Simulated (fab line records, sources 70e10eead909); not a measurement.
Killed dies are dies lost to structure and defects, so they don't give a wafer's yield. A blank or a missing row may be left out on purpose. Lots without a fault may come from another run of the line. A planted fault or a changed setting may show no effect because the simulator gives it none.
Chamber matching | flow nand_harc | NHARC_A_CHANNEL_HOLE_D2_DESCUM_15 on rie_diel-13: 4 sister chambers
The step chemistry O2, time 3 s. 16 wafers are shown with their chamber, then 8 later ones without.

WAFERS WITH THEIR CHAMBER
wafer  | chamber | showerhead_plenum_p_Torr (Torr) | drypump_motor_current_A (A) | rf_vpp_V (V)
L074.3 | 2       | 1.86                            | 5.9                         | 58.5
L074.4 | 0       | 2.00                            | 6.5                         | 58.3
L074.5 | 0       | 2.00                            | 6.5                         | 57.7
L081.2 | 3       | 1.90                            | 5.7                         | 59.0
L081.3 | 1       | 2.03                            | 6.0                         | 59.5
L081.6 | 3       | 1.90                            | 5.7                         | 57.9
L087.1 | 2       | 1.86                            | 5.9                         | 57.4
L087.4 | 1       | 2.03                            | 6.0                         | 57.7
L087.5 | 2       | 1.86                            | 5.9                         | 57.8
L088.2 | 2       | 1.86                            | 5.9                         | 58.0
L088.3 | 1       | 2.03                            | 6.0                         | 59.3
L088.6 | 1       | 2.03                            | 5.9                         | 59.5
L091.1 | 2       | 1.86                            | 5.9                         | 57.8
L091.5 | 2       | 1.86                            | 5.9                         | 57.6
L091.6 | 0       | 1.99                            | 6.5                         | 58.6
L092.2 | 0       | 1.99                            | 6.5                         | 56.1

SIGNATURES (means of the wafers above)
reading                  | chamber 0 | chamber 1 | chamber 2 | chamber 3 | scatter within a chamber
showerhead_plenum_p_Torr | 1.9950    | 2.0300    | 1.8600    | 1.9000    | 0.00289
drypump_motor_current_A  | 6.500     | 5.975     | 5.900     | 5.700     | 0.025
rf_vpp_V                 | 57.675    | 59.000    | 57.850    | 58.450    | 0.781
Rule: a wafer's distance from a chamber is the root of the sum, over the readings, of the square of ((its reading less the chamber's mean) divided by the reading's scatter). The wafer belongs to the nearest chamber; if the next one is less than 2 further off, it can't be placed. The scatter: the root of (the sum of the squares of (reading less its chamber's mean) over the shown wafers, divided by (wafers less chambers)).

WAFERS WITHOUT THEIR CHAMBER
wafer  | showerhead_plenum_p_Torr (Torr) | drypump_motor_current_A (A) | rf_vpp_V (V)
L092.5 | 1.86                            | 5.9                         | 58.3
L092.6 | 1.90                            | 5.7                         | 58.1
L094.2 | 1.90                            | 5.7                         | 57.3
L094.5 | 1.99                            | 6.5                         | 58.9
L094.6 | 2.03                            | 6.0                         | 58.5
L096.2 | 2.03                            | 6.0                         | 58.7
L096.4 | 1.90                            | 5.7                         | 59.5
L096.6 | 1.90                            | 5.7                         | 57.6

WHICH CHAMBER EACH WENT THROUGH
wafer  | from the rows above | in truth
L092.5 | 2                   | 2
L092.6 | 3                   | 3
L094.2 | 3                   | 3
L094.5 | 0                   | 0
L094.6 | 1                   | 1
L096.2 | 1                   | 1
L096.4 | 3                   | 3
L096.6 | 3                   | 3
Placed correctly: 8 of 8. Can't be placed from these rows: 0. Placed wrongly: 0.
